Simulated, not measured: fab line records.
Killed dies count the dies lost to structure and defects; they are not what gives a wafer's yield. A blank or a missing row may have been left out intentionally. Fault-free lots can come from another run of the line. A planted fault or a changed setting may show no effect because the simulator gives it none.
Which tool is to blame? / flow nand harc / 12 lots with 36 wafers sampled at 5 steps, on a route of 1302 steps

WHAT EACH GAUGE READ, for each wafer
NHARC_A_SGD_CUT_OVL_MEAS_10. Usual: overlay x nm 0.3 nm, standard deviation 0.93; overlay y nm 0.0 nm, standard deviation 0.84.
lot=L868; measured=day 19 08:37; on=overlay-01; overlay x nm (nm)=-1.2 -1.0 -1.1; overlay y nm (nm)=0.0 0.5 0.1; flag=
lot=L867; measured=day 19 15:34; on=overlay-01; overlay x nm (nm)=0.3 -0.3 0.7; overlay y nm (nm)=0.4 0.2 0.6; flag=
lot=L869; measured=day 19 16:35; on=overlay-02; overlay x nm (nm)=0.1 0.3 0.3; overlay y nm (nm)=0.2 1.3 0.5; flag=
lot=L870; measured=day 20 15:46; on=overlay-02; overlay x nm (nm)=1.4 1.6 1.2; overlay y nm (nm)=-0.3 -0.3 -0.2; flag=
lot=L872; measured=day 21 10:16; on=overlay-02; overlay x nm (nm)=1.5 1.7 1.4; overlay y nm (nm)=-0.3 -0.9 0.0; flag=
lot=L880; measured=day 24 11:13; on=overlay-01; overlay x nm (nm)=0.6 -0.3 0.2; overlay y nm (nm)=0.1 -0.1 -0.4; flag=
lot=L882; measured=day 24 23:11; on=overlay-01; overlay x nm (nm)=1.1 0.7 1.3; overlay y nm (nm)=-0.3 -0.2 -0.2; flag=
lot=L881; measured=day 24 23:34; on=overlay-01; overlay x nm (nm)=0.6 0.7 -0.1; overlay y nm (nm)=0.0 0.2 0.0; flag=
lot=L883; measured=day 26 13:30; on=overlay-01; overlay x nm (nm)=-1.0 -0.7 -0.9; overlay y nm (nm)=-0.9 -0.6 -0.8; flag=
lot=L888; measured=day 28 10:07; on=overlay-01; overlay x nm (nm)=0.4 0.6 0.7; overlay y nm (nm)=1.2 1.3 1.0; flag=
lot=L889; measured=day 28 10:27; on=overlay-01; overlay x nm (nm)=0.8 0.5 1.4; overlay y nm (nm)=0.3 0.1 0.4; flag=
lot=L890; measured=day 28 22:01; on=overlay-02; overlay x nm (nm)=1.1 1.7 1.2; overlay y nm (nm)=0.1 -0.1 0.1; flag=

NHARC_END_SORT_01. Usual: killed at array 59, standard deviation 20; killed at other 0.8, standard deviation 1.1; killed at periphery 5, standard deviation 3.1; killed dies 64, standard deviation 21; killed open 3.4, standard deviation 1.9; killed short 2.3, standard deviation 1.7.
lot=L880; measured=day 29 17:32; on=prober-01; killed at array=59 72 72; killed at other=0 0 0; killed at periphery=2 13 9; killed dies=61 85 81; killed open=1 2 3; killed short=2 6 3; flag=

WHAT TOOL EACH LOT RAN ON (gives the tool, then ch and the chambers of the sampled wafers, and finally the start)
lot=L868; NHARC_A_SGD_CUT_ETCH_16=rie diel-08 ch 0,1,3, day 19 15:05 or earlier; NHARC_A_SGD_CUT_ETCHBACK_24=rie diel-01 ch 1,3, day 19 15:05; NHARC_A_SLIT_DEP_25=pecvd-03 ch 0,1,2, day 19 15:26
lot=L867; NHARC_A_SGD_CUT_ETCH_16=rie diel-08 ch 0,1,2, day 19 22:02 or earlier; NHARC_A_SGD_CUT_ETCHBACK_24=rie diel-08 ch 0,2, day 19 22:02; NHARC_A_SLIT_DEP_25=pecvd-02 ch 1,2, day 19 22:23
lot=L869; NHARC_A_SGD_CUT_ETCH_16=rie diel-11 ch 2,3, day 19 22:04 or earlier; NHARC_A_SGD_CUT_ETCHBACK_24=rie diel-11 ch 0,1,2, day 19 22:04; NHARC_A_SLIT_DEP_25=pecvd-03 ch 0,1,2, day 19 22:28
lot=L870; NHARC_A_SGD_CUT_ETCH_16=rie diel-01 ch 0,1, day 20 22:31 or earlier; NHARC_A_SGD_CUT_ETCHBACK_24=rie diel-01 ch 0,1,3, day 20 22:31; NHARC_A_SLIT_DEP_25=pecvd-04 ch 1,2, day 20 22:53
lot=L872; NHARC_A_SGD_CUT_ETCH_16=rie diel-08 ch 0,3, day 21 19:19 or earlier; NHARC_A_SGD_CUT_ETCHBACK_24=rie diel-11 ch 0,1, day 21 19:19; NHARC_A_SLIT_DEP_25=pecvd-02 ch 0,2, day 21 19:38
lot=L880; NHARC_A_SGD_CUT_ETCH_16=rie diel-08 ch 2,3, day 24 18:36 or earlier; NHARC_A_SGD_CUT_ETCHBACK_24=rie diel-01 ch 1,2, day 24 18:36; NHARC_A_SLIT_DEP_25=pecvd-02 ch 1,2, day 24 18:58
lot=L882; NHARC_A_SGD_CUT_ETCH_16=rie diel-11 ch 1,2,3, day 25 05:31 or earlier; NHARC_A_SGD_CUT_ETCHBACK_24=rie diel-11 ch 1,2,3, day 25 05:31; NHARC_A_SLIT_DEP_25=pecvd-03 ch 0,2, day 25 05:54
lot=L881; NHARC_A_SGD_CUT_ETCH_16=rie diel-01 ch 0,1,3, day 25 05:31 or earlier; NHARC_A_SGD_CUT_ETCHBACK_24=rie diel-08 ch 0,1,2, day 25 05:31; NHARC_A_SLIT_DEP_25=pecvd-02 ch 1, day 25 05:50
lot=L883; NHARC_A_SGD_CUT_ETCH_16=rie diel-08 ch 0,3, day 26 22:17 or earlier; NHARC_A_SGD_CUT_ETCHBACK_24=rie diel-01 ch 0,2, day 26 22:17; NHARC_A_SLIT_DEP_25=pecvd-03 ch 0,2, day 26 22:38
lot=L888; NHARC_A_SGD_CUT_ETCH_16=rie diel-01 ch 0,1,3, day 28 16:34 or earlier; NHARC_A_SGD_CUT_ETCHBACK_24=rie diel-11 ch 0,2,3, day 28 16:34; NHARC_A_SLIT_DEP_25=pecvd-04 ch 0,1, day 28 16:58
lot=L889; NHARC_A_SGD_CUT_ETCH_16=rie diel-11 ch 0,1,3, day 28 16:41 or earlier; NHARC_A_SGD_CUT_ETCHBACK_24=rie diel-08 ch 1,2,3, day 28 16:41; NHARC_A_SLIT_DEP_25=pecvd-02 ch 0,2, day 28 17:00
lot=L890; NHARC_A_SGD_CUT_ETCH_16=rie diel-11 ch 0,1,3, day 29 03:57 or earlier; NHARC_A_SGD_CUT_ETCHBACK_24=rie diel-01 ch 0,1,3, day 29 03:57; NHARC_A_SLIT_DEP_25=pecvd-02 ch 0,1,2, day 29 04:28
- NHARC_A_SGD_CUT_ETCH_16: etches the open film in C4F8/O2/Ar, target depth 310.5 nm, time 155.2 s.
- NHARC_A_SGD_CUT_ETCHBACK_24: etches the open film in CH3F/O2, target depth 50 nm, time 92.857 s.
- NHARC_A_SLIT_DEP_25: deposits SiO2, target thk 200 nm.

AS READ BY THE TOOLS THEMSELVES (means over the sampled wafers that have a number; for cases with no such wafer, the mark the record gives instead)
NHARC_A_SGD_CUT_ETCH_16. Usual: oes product au 0.975 a.u., standard deviation 0.018; rf vpp V 724 V, standard deviation 3.7.
lot=L868; tool=rie diel-08; oes product au (a.u.)=0.981; rf vpp V (V)=720; flag=
lot=L867; tool=rie diel-08; oes product au (a.u.)=0.985; rf vpp V (V)=723; flag=
lot=L869; tool=rie diel-11; oes product au (a.u.)=0.996; rf vpp V (V)=728; flag=
lot=L870; tool=rie diel-01; oes product au (a.u.)=0.972; rf vpp V (V)=724; flag=
lot=L872; tool=rie diel-08; oes product au (a.u.)=1.000; rf vpp V (V)=721; flag=
lot=L880; tool=rie diel-08; oes product au (a.u.)=0.960; rf vpp V (V)=727; flag=
lot=L882; tool=rie diel-11; oes product au (a.u.)=0.993; rf vpp V (V)=725; flag=
lot=L881; tool=rie diel-01; oes product au (a.u.)=0.977; rf vpp V (V)=726; flag=
lot=L883; tool=rie diel-08; oes product au (a.u.)=0.979; rf vpp V (V)=721; flag=
lot=L888; tool=rie diel-01; oes product au (a.u.)=0.974; rf vpp V (V)=725; flag=
lot=L889; tool=rie diel-11; oes product au (a.u.)=0.987; rf vpp V (V)=721; flag=
lot=L890; tool=rie diel-11; oes product au (a.u.)=0.956; rf vpp V (V)=722; flag=

NHARC_A_SGD_CUT_ETCHBACK_24. Usual: drypump motor current A 5.7 A, standard deviation 0.33; oes product au 0.97 a.u., standard deviation 0.037; rf vpp V 244.4 V, standard deviation 1.6; showerhead plenum p Torr 2.48 Torr, standard deviation 0.088; throttle valve pct 20.664 %, standard deviation 0.0092.
lot=L868; tool=rie diel-01; drypump motor current A (A)=5.8; oes product au (a.u.)=0.98; rf vpp V (V)=246.5; showerhead plenum p Torr (Torr)=2.58; throttle valve pct (%)=20.672; flag=
lot=L867; tool=rie diel-08; drypump motor current A (A)=5.7; oes product au (a.u.)=0.94; rf vpp V (V)=245.3; showerhead plenum p Torr (Torr)=2.56; throttle valve pct (%)=20.669; flag=
lot=L869; tool=rie diel-11; drypump motor current A (A)=5.6; oes product au (a.u.)=0.93; rf vpp V (V)=244.1; showerhead plenum p Torr (Torr)=2.48; throttle valve pct (%)=20.667; flag=
lot=L870; tool=rie diel-01; drypump motor current A (A)=5.8; oes product au (a.u.)=0.93; rf vpp V (V)=245.5; showerhead plenum p Torr (Torr)=2.52; throttle valve pct (%)=20.665; flag=
lot=L872; tool=rie diel-11; drypump motor current A (A)=5.7; oes product au (a.u.)=1.00; rf vpp V (V)=243.7; showerhead plenum p Torr (Torr)=2.41; throttle valve pct (%)=20.671; flag=
lot=L880; tool=rie diel-01; drypump motor current A (A)=5.5; oes product au (a.u.)=0.99; rf vpp V (V)=244.6; showerhead plenum p Torr (Torr)=2.46; throttle valve pct (%)=20.658; flag=
lot=L882; tool=rie diel-11; drypump motor current A (A)=5.9; oes product au (a.u.)=0.94; rf vpp V (V)=244.1; showerhead plenum p Torr (Torr)=2.51; throttle valve pct (%)=20.662; flag=
lot=L881; tool=rie diel-08; drypump motor current A (A)=5.7; oes product au (a.u.)=0.96; rf vpp V (V)=244.9; showerhead plenum p Torr (Torr)=2.47; throttle valve pct (%)=20.667; flag=
lot=L883; tool=rie diel-01; drypump motor current A (A)=5.7; oes product au (a.u.)=0.94; rf vpp V (V)=244.0; showerhead plenum p Torr (Torr)=2.44; throttle valve pct (%)=20.664; flag=
lot=L888; tool=rie diel-11; drypump motor current A (A)=5.7; oes product au (a.u.)=1.01; rf vpp V (V)=244.6; showerhead plenum p Torr (Torr)=2.49; throttle valve pct (%)=20.655; flag=
lot=L889; tool=rie diel-08; drypump motor current A (A)=5.7; oes product au (a.u.)=1.00; rf vpp V (V)=244.5; showerhead plenum p Torr (Torr)=2.45; throttle valve pct (%)=20.658; flag=
lot=L890; tool=rie diel-01; drypump motor current A (A)=5.8; oes product au (a.u.)=1.00; rf vpp V (V)=244.6; showerhead plenum p Torr (Torr)=2.51; throttle valve pct (%)=20.665; flag=

NHARC_A_SLIT_DEP_25. Usual: heater power outer w 320 W, standard deviation 75; heater power w 573 W, standard deviation 110; rf fwd power W 897.6 W, standard deviation 2.8; throttle valve pct 15.6 %, standard deviation 0.73.
lot=L868; tool=pecvd-03; heater power outer w (W)=345; heater power w (W)=591; rf fwd power W (W)=898.9; throttle valve pct (%)=16.2; flag=
lot=L867; tool=pecvd-02; heater power outer w (W)=257; heater power w (W)=501; rf fwd power W (W)=896.8; throttle valve pct (%)=14.6; flag=
lot=L869; tool=pecvd-03; heater power outer w (W)=346; heater power w (W)=604; rf fwd power W (W)=898.8; throttle valve pct (%)=16.2; flag=
lot=L870; tool=pecvd-04; heater power outer w (W)=343; heater power w (W)=565; rf fwd power W (W)=896.3; throttle valve pct (%)=16.0; flag=
lot=L872; tool=pecvd-02; heater power outer w (W)=252; heater power w (W)=474; rf fwd power W (W)=899.8; throttle valve pct (%)=14.8; flag=
lot=L880; tool=pecvd-02; heater power outer w (W)=257; heater power w (W)=505; rf fwd power W (W)=1041.8; throttle valve pct (%)=15.0; flag=OFF
lot=L882; tool=pecvd-03; heater power outer w (W)=318; heater power w (W)=579; rf fwd power W (W)=895.5; throttle valve pct (%)=16.2; flag=
lot=L881; tool=pecvd-02; heater power outer w (W)=419; heater power w (W)=734; rf fwd power W (W)=1041.4; throttle valve pct (%)=15.4; flag=OFF
lot=L883; tool=pecvd-03; heater power outer w (W)=275; heater power w (W)=519; rf fwd power W (W)=899.1; throttle valve pct (%)=16.1; flag=
lot=L888; tool=pecvd-04; heater power outer w (W)=241; heater power w (W)=458; rf fwd power W (W)=896.3; throttle valve pct (%)=15.5; flag=
lot=L889; tool=pecvd-02; heater power outer w (W)=282; heater power w (W)=513; rf fwd power W (W)=897.0; throttle valve pct (%)=15.1; flag=
lot=L890; tool=pecvd-02; heater power outer w (W)=333; heater power w (W)=602; rf fwd power W (W)=897.7; throttle valve pct (%)=15.0; flag=

THE ANSWER, worked out from the rows above alone
Rule: a lot is off if the mean of its wafers that have a number lies more than 3 standard deviations from the usual mean. A lot without any number at a reading at which 4 lots or more have one is off too. The other lots that the step has rows for count as sound. First the gauges in route order, then the tools' own readings, where a lot's mean is used as printed above. At the first step where some lot is off, the reading lying furthest off is the one used; lots without a number count as furthest.
Off: L880, L881 (NHARC_A_SLIT_DEP_25, rf fwd power W).
A tool fits if, at that step or a process step before it, it ran every lot that is off, and no sound lot after the first of them. NHARC_A_SGD_CUT_ETCH_16 gives no start for some lots, so the hours and the order of its lots are those of NHARC_A_SGD_CUT_ETCHBACK_24. Not one of the candidates tried fits.

WHAT WAS PUT IN BY THE SIMULATOR
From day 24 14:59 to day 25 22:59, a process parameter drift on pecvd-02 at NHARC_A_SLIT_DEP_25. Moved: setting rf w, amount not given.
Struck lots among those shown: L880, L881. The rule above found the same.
